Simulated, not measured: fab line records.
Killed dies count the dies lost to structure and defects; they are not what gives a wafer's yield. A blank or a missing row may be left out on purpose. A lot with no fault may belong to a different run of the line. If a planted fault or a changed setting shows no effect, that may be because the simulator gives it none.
fab line records	flow nand_harc
record: lots: 6	wafers: 18	last_day: 24
route steps=1159 shown A_SOURCE_PLATE@420 A_ONON_D1@424 END@1159
lots untouched by any fault: they come from a run of this same line in which no faults occurred
start_h: hours from the record's first day to the start of the lot's first wafer shown	wait_h: how many hours have passed since the lot's step before this one	" repeats the value in the row above	L1.1+2: a single row standing in for several wafers	- no value present, or no start provided	* or withheld: withheld	< > ~ a bound
route shown NAME@n: names a module that has steps shown in the file, with the first one's number in the route	usual: mean and standard deviation over wafers with no fault	same: alike in all rows	chamber/n: place in a boat	sites: per-site readings	_std_site: their standard deviation	_edge_site: mean of outer sites minus mean of inner sites	radius_mm: how far each site lies from the wafer's centre	mask NAME#n: copy n	behind: the tool/chamber that last shaped the wafer	hold: why the lot was held/for how many hours/how that ended	device: names the non-switching transistor (n, p or np)	end of line: tests run on the same wafers once the route is complete	a step given without rows: its recipe and nothing more	killed: not the wafer's yield, but the dies lost to structure and defects at the first sort	map: a wafer's dies, marking killed ones x, the rest . and places with no die _
set.NAME: setting as actually run; set.NAME@STEP: the setting as run at that earlier step	model.NAME: the simulator's own value behind a step, which no gauge read
lots at selected steps of the route; one table per step, one row per wafer
services: a tool's chamber out of use, with start hour (start_h, from the record's first day; less than 0 if before it), hours out, and reason
== steps ==
step: NHARC_A_SOURCE_PLATE_THK_MEAS_06
recipe: thk_meas_gauge: ellipsometry
usual: thk_nm: 200.5/2.3
lot.wafer	tool	chamber	start_h	wait_h	thk_nm
L457.2	film_metro-01	-	188.47	0.4	199.0
L457.3	"	-	"	"	201.4
L457.5	"	-	"	"	199.1
L461.2	film_metro-02	-	217.62	0.4	201.4
L461.3	"	-	"	"	197.3
L461.6	"	-	"	"	200.4
L467.1	film_metro-01	-	256.82	0.4	202.3
L467.3	"	-	"	"	200.4
L467.5	"	-	"	"	201.7
L472.1	film_metro-01	-	276.51	0.4	204.2
L472.2	"	-	"	"	200.7
L472.4	"	-	"	"	202.0
L473.2	film_metro-02	-	293.02	0.4	203.2
L473.3	"	-	"	"	201.2
L473.5	"	-	"	"	200.2
L474.3	film_metro-01	-	293.03	0.4	201.6
L474.4	"	-	"	"	202.9
L474.5	"	-	"	"	203.6
step: NHARC_A_SOURCE_PLATE_INSPECT_08
usual: raw_defect_count: 74/28
lot.wafer	tool	chamber	start_h	wait_h	raw_defect_count
L457.2	defect_inspect-02	-	188.53	0.0	119
L457.3	"	-	"	"	144
L457.5	"	-	"	"	105
L461.2	defect_inspect-01	-	217.69	0.0	49
L461.3	"	-	"	"	44
L461.6	"	-	"	"	32
L467.1	defect_inspect-02	-	256.88	0.0	76
L467.3	"	-	"	"	75
L467.5	"	-	"	"	79
L472.1	defect_inspect-01	-	276.57	0.0	53
L472.2	"	-	"	"	52
L472.4	"	-	"	"	44
L473.2	defect_inspect-01	-	293.09	0.0	122
L473.3	"	-	"	"	139
L473.5	"	-	"	"	111
L474.3	defect_inspect-02	-	293.09	0.0	102
L474.4	"	-	"	"	89
L474.5	"	-	"	"	106
step: NHARC_A_ONON_D1_DEP_00
recipe: target_thk_a: 10000	n2_flow_sccm: 2750	n2o_flow_sccm: 2000	nh3_flow_sccm: 500	sih4_flow_sccm: 210	temp_c: 400
step: NHARC_A_ONON_D1_THK_MEAS_02
recipe: thk_meas_gauge: ellipsometry
usual: thk_nm: 1000/9.2
lot.wafer	tool	chamber	start_h	wait_h	thk_nm
L457.2	film_metro-02	-	189.10	-	982
L457.3	"	-	"	"	984
L457.5	"	-	"	"	981
L461.2	film_metro-02	-	218.26	-	991
L461.3	"	-	"	"	991
L461.6	"	-	"	"	992
L467.1	film_metro-01	-	257.46	-	1004
L467.3	"	-	"	"	1004
L467.5	"	-	"	"	1005
L472.1	film_metro-01	-	277.15	-	1006
L472.2	"	-	"	"	1008
L472.4	"	-	"	"	1007
L473.2	film_metro-02	-	293.66	-	1006
L473.3	"	-	"	"	1006
L473.5	"	-	"	"	1003
L474.3	film_metro-01	-	293.66	-	1012
L474.4	"	-	"	"	1014
L474.5	"	-	"	"	1013
step: NHARC_A_ONON_D1_DEP_03
recipe: target_thk_a: 10000	n2_flow_sccm: 2750	n2o_flow_sccm: 2000	nh3_flow_sccm: 500	sih4_flow_sccm: 210	temp_c: 400
step: NHARC_A_ONON_D1_THK_MEAS_05
recipe: thk_meas_gauge: ellipsometry
usual: thk_nm: 1000/9
lot.wafer	tool	chamber	start_h	wait_h	thk_nm
L457.2	film_metro-02	-	189.67	-	1004
L457.3	"	-	"	"	1006
L457.5	"	-	"	"	1005
L461.2	film_metro-02	-	218.83	-	1014
L461.3	"	-	"	"	1017
L461.6	"	-	"	"	1016
L467.1	film_metro-01	-	258.03	-	1005
L467.3	"	-	"	"	1006
L467.5	"	-	"	"	1005
L472.1	film_metro-01	-	277.72	-	1006
L472.2	"	-	"	"	1003
L472.4	"	-	"	"	1005
L473.2	film_metro-02	-	294.23	-	1005
L473.3	"	-	"	"	1004
L473.5	"	-	"	"	1002
L474.3	film_metro-01	-	294.23	-	1008
L474.4	"	-	"	"	1008
L474.5	"	-	"	"	1007
step: NHARC_A_ONON_D1_DEP_06
recipe: target_thk_a: 10000	n2_flow_sccm: 2750	n2o_flow_sccm: 2000	nh3_flow_sccm: 500	sih4_flow_sccm: 210	temp_c: 400
step: NHARC_A_ONON_D1_THK_MEAS_08
recipe: thk_meas_gauge: ellipsometry
usual: thk_nm: 1004/11
lot.wafer	tool	chamber	start_h	wait_h	thk_nm
L457.2	film_metro-02	-	190.24	-	989
L457.3	"	-	"	"	991
L457.5	"	-	"	"	991
L461.2	film_metro-01	-	219.41	-	1007
L461.3	"	-	"	"	1008
L461.6	"	-	"	"	1008
L467.1	film_metro-02	-	258.61	-	1021
L467.3	"	-	"	"	1020
L467.5	"	-	"	"	1020
L472.1	film_metro-02	-	278.28	-	995
L472.2	"	-	"	"	996
L472.4	"	-	"	"	994
L473.2	film_metro-01	-	294.80	-	1024
L473.3	"	-	"	"	1025
L473.5	"	-	"	"	1025
L474.3	film_metro-02	-	294.80	-	1009
L474.4	"	-	"	"	1008
L474.5	"	-	"	"	1010
step: NHARC_A_ONON_D1_DEP_09
recipe: target_thk_a: 10000	n2_flow_sccm: 2750	n2o_flow_sccm: 2000	nh3_flow_sccm: 500	sih4_flow_sccm: 210	temp_c: 400
step: NHARC_A_ONON_D1_THK_MEAS_11
recipe: thk_meas_gauge: ellipsometry
usual: thk_nm: 1001/10
lot.wafer	tool	chamber	start_h	wait_h	thk_nm
L457.2	film_metro-02	-	190.81	-	1003
L457.3	"	-	"	"	1002
L457.5	"	-	"	"	1004
L461.2	film_metro-02	-	219.98	-	1009
L461.3	"	-	"	"	1011
L461.6	"	-	"	"	1009
L467.1	film_metro-01	-	259.19	-	1011
L467.3	"	-	"	"	1010
L467.5	"	-	"	"	1011
L472.1	film_metro-01	-	278.85	-	997
L472.2	"	-	"	"	999
L472.4	"	-	"	"	996
L473.2	film_metro-01	-	295.37	-	984
L473.3	"	-	"	"	987
L473.5	"	-	"	"	984
L474.3	film_metro-02	-	295.38	-	1019
L474.4	"	-	"	"	1019
L474.5	"	-	"	"	1019
step: NHARC_A_ONON_D1_DEP_12
recipe: target_thk_a: 10000	n2_flow_sccm: 2750	n2o_flow_sccm: 2000	nh3_flow_sccm: 500	sih4_flow_sccm: 210	temp_c: 400
lot.wafer	tool	chamber	start_h	wait_h
L457.2+3+5	pecvd_onon-02	0	190.92	0.1
L461.2+3+6	pecvd_onon-03	0	220.10	0.1
L467.1+3+5	pecvd_onon-02	0	259.24	0.1
L472.1+2+4	pecvd_onon-02	0	278.91	0.1
L473.2+3+5	pecvd_onon-03	0	295.48	0.1
L474.3+4+5	pecvd_onon-01	0	295.55	0.2
step: NHARC_A_ONON_D1_THK_MEAS_14
recipe: thk_meas_gauge: ellipsometry
usual: thk_nm: 1001/10
lot.wafer	tool	chamber	start_h	wait_h	thk_nm
L457.2	film_metro-02	-	191.38	-	991
L457.3	"	-	"	"	992
L457.5	"	-	"	"	992
L461.2	film_metro-02	-	220.55	-	992
L461.3	"	-	"	"	991
L461.6	"	-	"	"	993
L467.1	film_metro-01	-	259.75	-	1010
L467.3	"	-	"	"	1010
L467.5	"	-	"	"	681
L472.1	film_metro-01	-	279.43	-	1009
L472.2	"	-	"	"	1012
L472.4	"	-	"	"	681
L473.2	film_metro-02	-	295.93	-	995
L473.3	"	-	"	"	995
L473.5	"	-	"	"	994
L474.3	film_metro-02	-	295.94	-	998
L474.4	"	-	"	"	999
L474.5	"	-	"	"	998
step: NHARC_A_ONON_D1_ANNEAL_15
recipe: temp_c: 750	time_s: 3600
step: NHARC_END_SORT_01
recipe: temp_c: 25
usual: killed_at_array: 29/8.4	killed_at_other: 0.7/1.2	killed_at_periphery: 3.8/2.1	killed_dies: 33/9	killed_open: 3.4/2	killed_short: 2.1/1.4
same: gross_dies: 677
lot.wafer	tool	chamber	start_h	wait_h	killed_at_array	killed_at_other	killed_at_periphery	killed_dies	killed_open	killed_short
L467.1	prober-02	0	542.27	2.5	22	2	3	27	8	2
L467.3	prober-02	0	543.85	3.1	14	1	4	19	2	3
L467.5	prober-02	0	545.43	3.7	669	3	5	677	2	1
L472.4	prober-01	0	560.49	3.4	672	0	5	677	1	3
killed by level:class
L467.1 A_CHANNEL_HOLE_D1:chamber_film_flake=8 A_STAIRCASE:chamber_film_flake=3 A_WL_FILL:geometric_particle:open=2 A_WL_FILL:chamber_film_flake=2 THIN_TSV:chamber_film_flake=2 P_GATE:geometric_particle:open=1 P_CONTACT:geometric_particle:open=1 A_CHANNEL_HOLE_D1:geometric_particle:open=1
L467.3 A_WL_FILL:chamber_film_flake=5 A_CHANNEL_HOLE_D1:chamber_film_flake=4 A_CONTACT:chamber_film_flake=2 P_GATE:geometric_particle:open=1 P_CONTACT:geometric_particle:short=1 P_M0:geometric_particle:short=1 A_ONON_D1:geometric_particle:short=1 A_M1:geometric_particle:open=1
L467.5 A_ONON_D1:area_dep=656 A_CHANNEL_HOLE_D1:chamber_film_flake=5 P_GATE:chamber_film_flake=3 A_WL_FILL:chamber_film_flake=3 A_CONTACT:chamber_film_flake=2 THIN_TSV:chamber_film_flake=2 P_M1:geometric_particle:open=1 A_CONTACT:geometric_particle:open=1
L472.4 A_ONON_D1:area_dep=635 A_SLIT:chamber_film_flake=16 A_CHANNEL_HOLE_D1:chamber_film_flake=14 A_STAIRCASE:chamber_film_flake=3 P_ZERO_WELL:chamber_film_flake=2 P_CONTACT:geometric_particle:short=1 P_M0:geometric_particle:short=1 A_CHANNEL_FILL_D1:geometric_particle:short=1
map L467.5 (x killed, . not)
____________x____________
_________xxxxxxx_________
_______xxxxxxxxxxx_______
______xxxxxxxxxxxxx______
_____xxxxxxxxxxxxxxx_____
____xxxxxxxxxxxxxxxxx____
____xxxxxxxxxxxxxxxxx____
___xxxxxxxxxxxxxxxxxxx___
___xxxxxxxxxxxxxxxxxxx___
__xxxxxxxxxxxxxxxxxxxxx__
__xxxxxxxxxxxxxxxxxxxxx__
_xxxxxxxxxxxxxxxxxxxxxxx_
_xxxxxxxxxxxxxxxxxxxxxxx_
_xxxxxxxxxxxxxxxxxxxxxxx_
_xxxxxxxxxxxxxxxxxxxxxxx_
_xxxxxxxxxxxxxxxxxxxxxxx_
xxxxxxxxxxxxxxxxxxxxxxxxx
xxxxxxxxxxxxxxxxxxxxxxxxx
xxxxxxxxxxxxxxxxxxxxxxxxx
xxxxxxxxxxxxxxxxxxxxxxxxx
xxxxxxxxxxxxxxxxxxxxxxxxx
_xxxxxxxxxxxxxxxxxxxxxxx_
_xxxxxxxxxxxxxxxxxxxxxxx_
_xxxxxxxxxxxxxxxxxxxxxxx_
_xxxxxxxxxxxxxxxxxxxxxxx_
_xxxxxxxxxxxxxxxxxxxxxxx_
__xxxxxxxxxxxxxxxxxxxxx__
__xxxxxxxxxxxxxxxxxxxxx__
___xxxxxxxxxxxxxxxxxxx___
___xxxxxxxxxxxxxxxxxxx___
____xxxxxxxxxxxxxxxxx____
____xxxxxxxxxxxxxxxxx____
_____xxxxxxxxxxxxxxx_____
______xxxxxxxxxxxxx______
_______xxxxxxxxxxx_______
_________xxxxxxx_________
____________x____________
map L472.4 (x killed, . not)
____________x____________
_________xxxxxxx_________
_______xxxxxxxxxxx_______
______xxxxxxxxxxxxx______
_____xxxxxxxxxxxxxxx_____
____xxxxxxxxxxxxxxxxx____
____xxxxxxxxxxxxxxxxx____
___xxxxxxxxxxxxxxxxxxx___
___xxxxxxxxxxxxxxxxxxx___
__xxxxxxxxxxxxxxxxxxxxx__
__xxxxxxxxxxxxxxxxxxxxx__
_xxxxxxxxxxxxxxxxxxxxxxx_
_xxxxxxxxxxxxxxxxxxxxxxx_
_xxxxxxxxxxxxxxxxxxxxxxx_
_xxxxxxxxxxxxxxxxxxxxxxx_
_xxxxxxxxxxxxxxxxxxxxxxx_
xxxxxxxxxxxxxxxxxxxxxxxxx
xxxxxxxxxxxxxxxxxxxxxxxxx
xxxxxxxxxxxxxxxxxxxxxxxxx
xxxxxxxxxxxxxxxxxxxxxxxxx
xxxxxxxxxxxxxxxxxxxxxxxxx
_xxxxxxxxxxxxxxxxxxxxxxx_
_xxxxxxxxxxxxxxxxxxxxxxx_
_xxxxxxxxxxxxxxxxxxxxxxx_
_xxxxxxxxxxxxxxxxxxxxxxx_
_xxxxxxxxxxxxxxxxxxxxxxx_
__xxxxxxxxxxxxxxxxxxxxx__
__xxxxxxxxxxxxxxxxxxxxx__
___xxxxxxxxxxxxxxxxxxx___
___xxxxxxxxxxxxxxxxxxx___
____xxxxxxxxxxxxxxxxx____
____xxxxxxxxxxxxxxxxx____
_____xxxxxxxxxxxxxxx_____
______xxxxxxxxxxxxx______
_______xxxxxxxxxxx_______
_________xxxxxxx_________
____________x____________
== services ==
tool	chamber	start_h	hours	kind
pecvd_onon-01	-	195.30	13.0	pm
pecvd_onon-02	-	292.00	13.0	pm
== key ==
first_sign: step: NHARC_A_ONON_D1_THK_MEAS_14	reading: thk_nm	direction: down	sigmas: 31	usual: 1001	struck: 681
effect: step: NHARC_END_SORT_01	reading: killed_at_array	direction: up	sigmas: 76	usual: 29	struck: 670
more_kills_born_at: NHARC_A_ONON_D1_DEP_12@pecvd_onon-02: 1291
met_at NHARC_A_ONON_D1_DEP_12
struck_wafers L467.5,L472.4
later_rows_left_out L467.5,L472.4
tester_left_out L467,L472
onset_between 190.92 259.24
fault: kind: process_parameter_drift	tool: pecvd_onon-02	chamber: -	onset_h: 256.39	steps: NHARC_A_ONON_D1_DEP_12	channel: target_thk_a	offset: *	shape: step	end_h: 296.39	scope: struck_wafers_only	acts_in: *	stated: *
tester_left_out: of these lots the tester's yield and bins aren't shown, on N5 and GAA mostly nor the transistor test; their killed dies are dies lost to structure and defects alone, not to doping, threshold or leakage, so they don't give the yield
later_rows_left_out: the simulator's readings of these wafers behind a module that went badly wrong aren't trusted and aren't shown, but for the sort
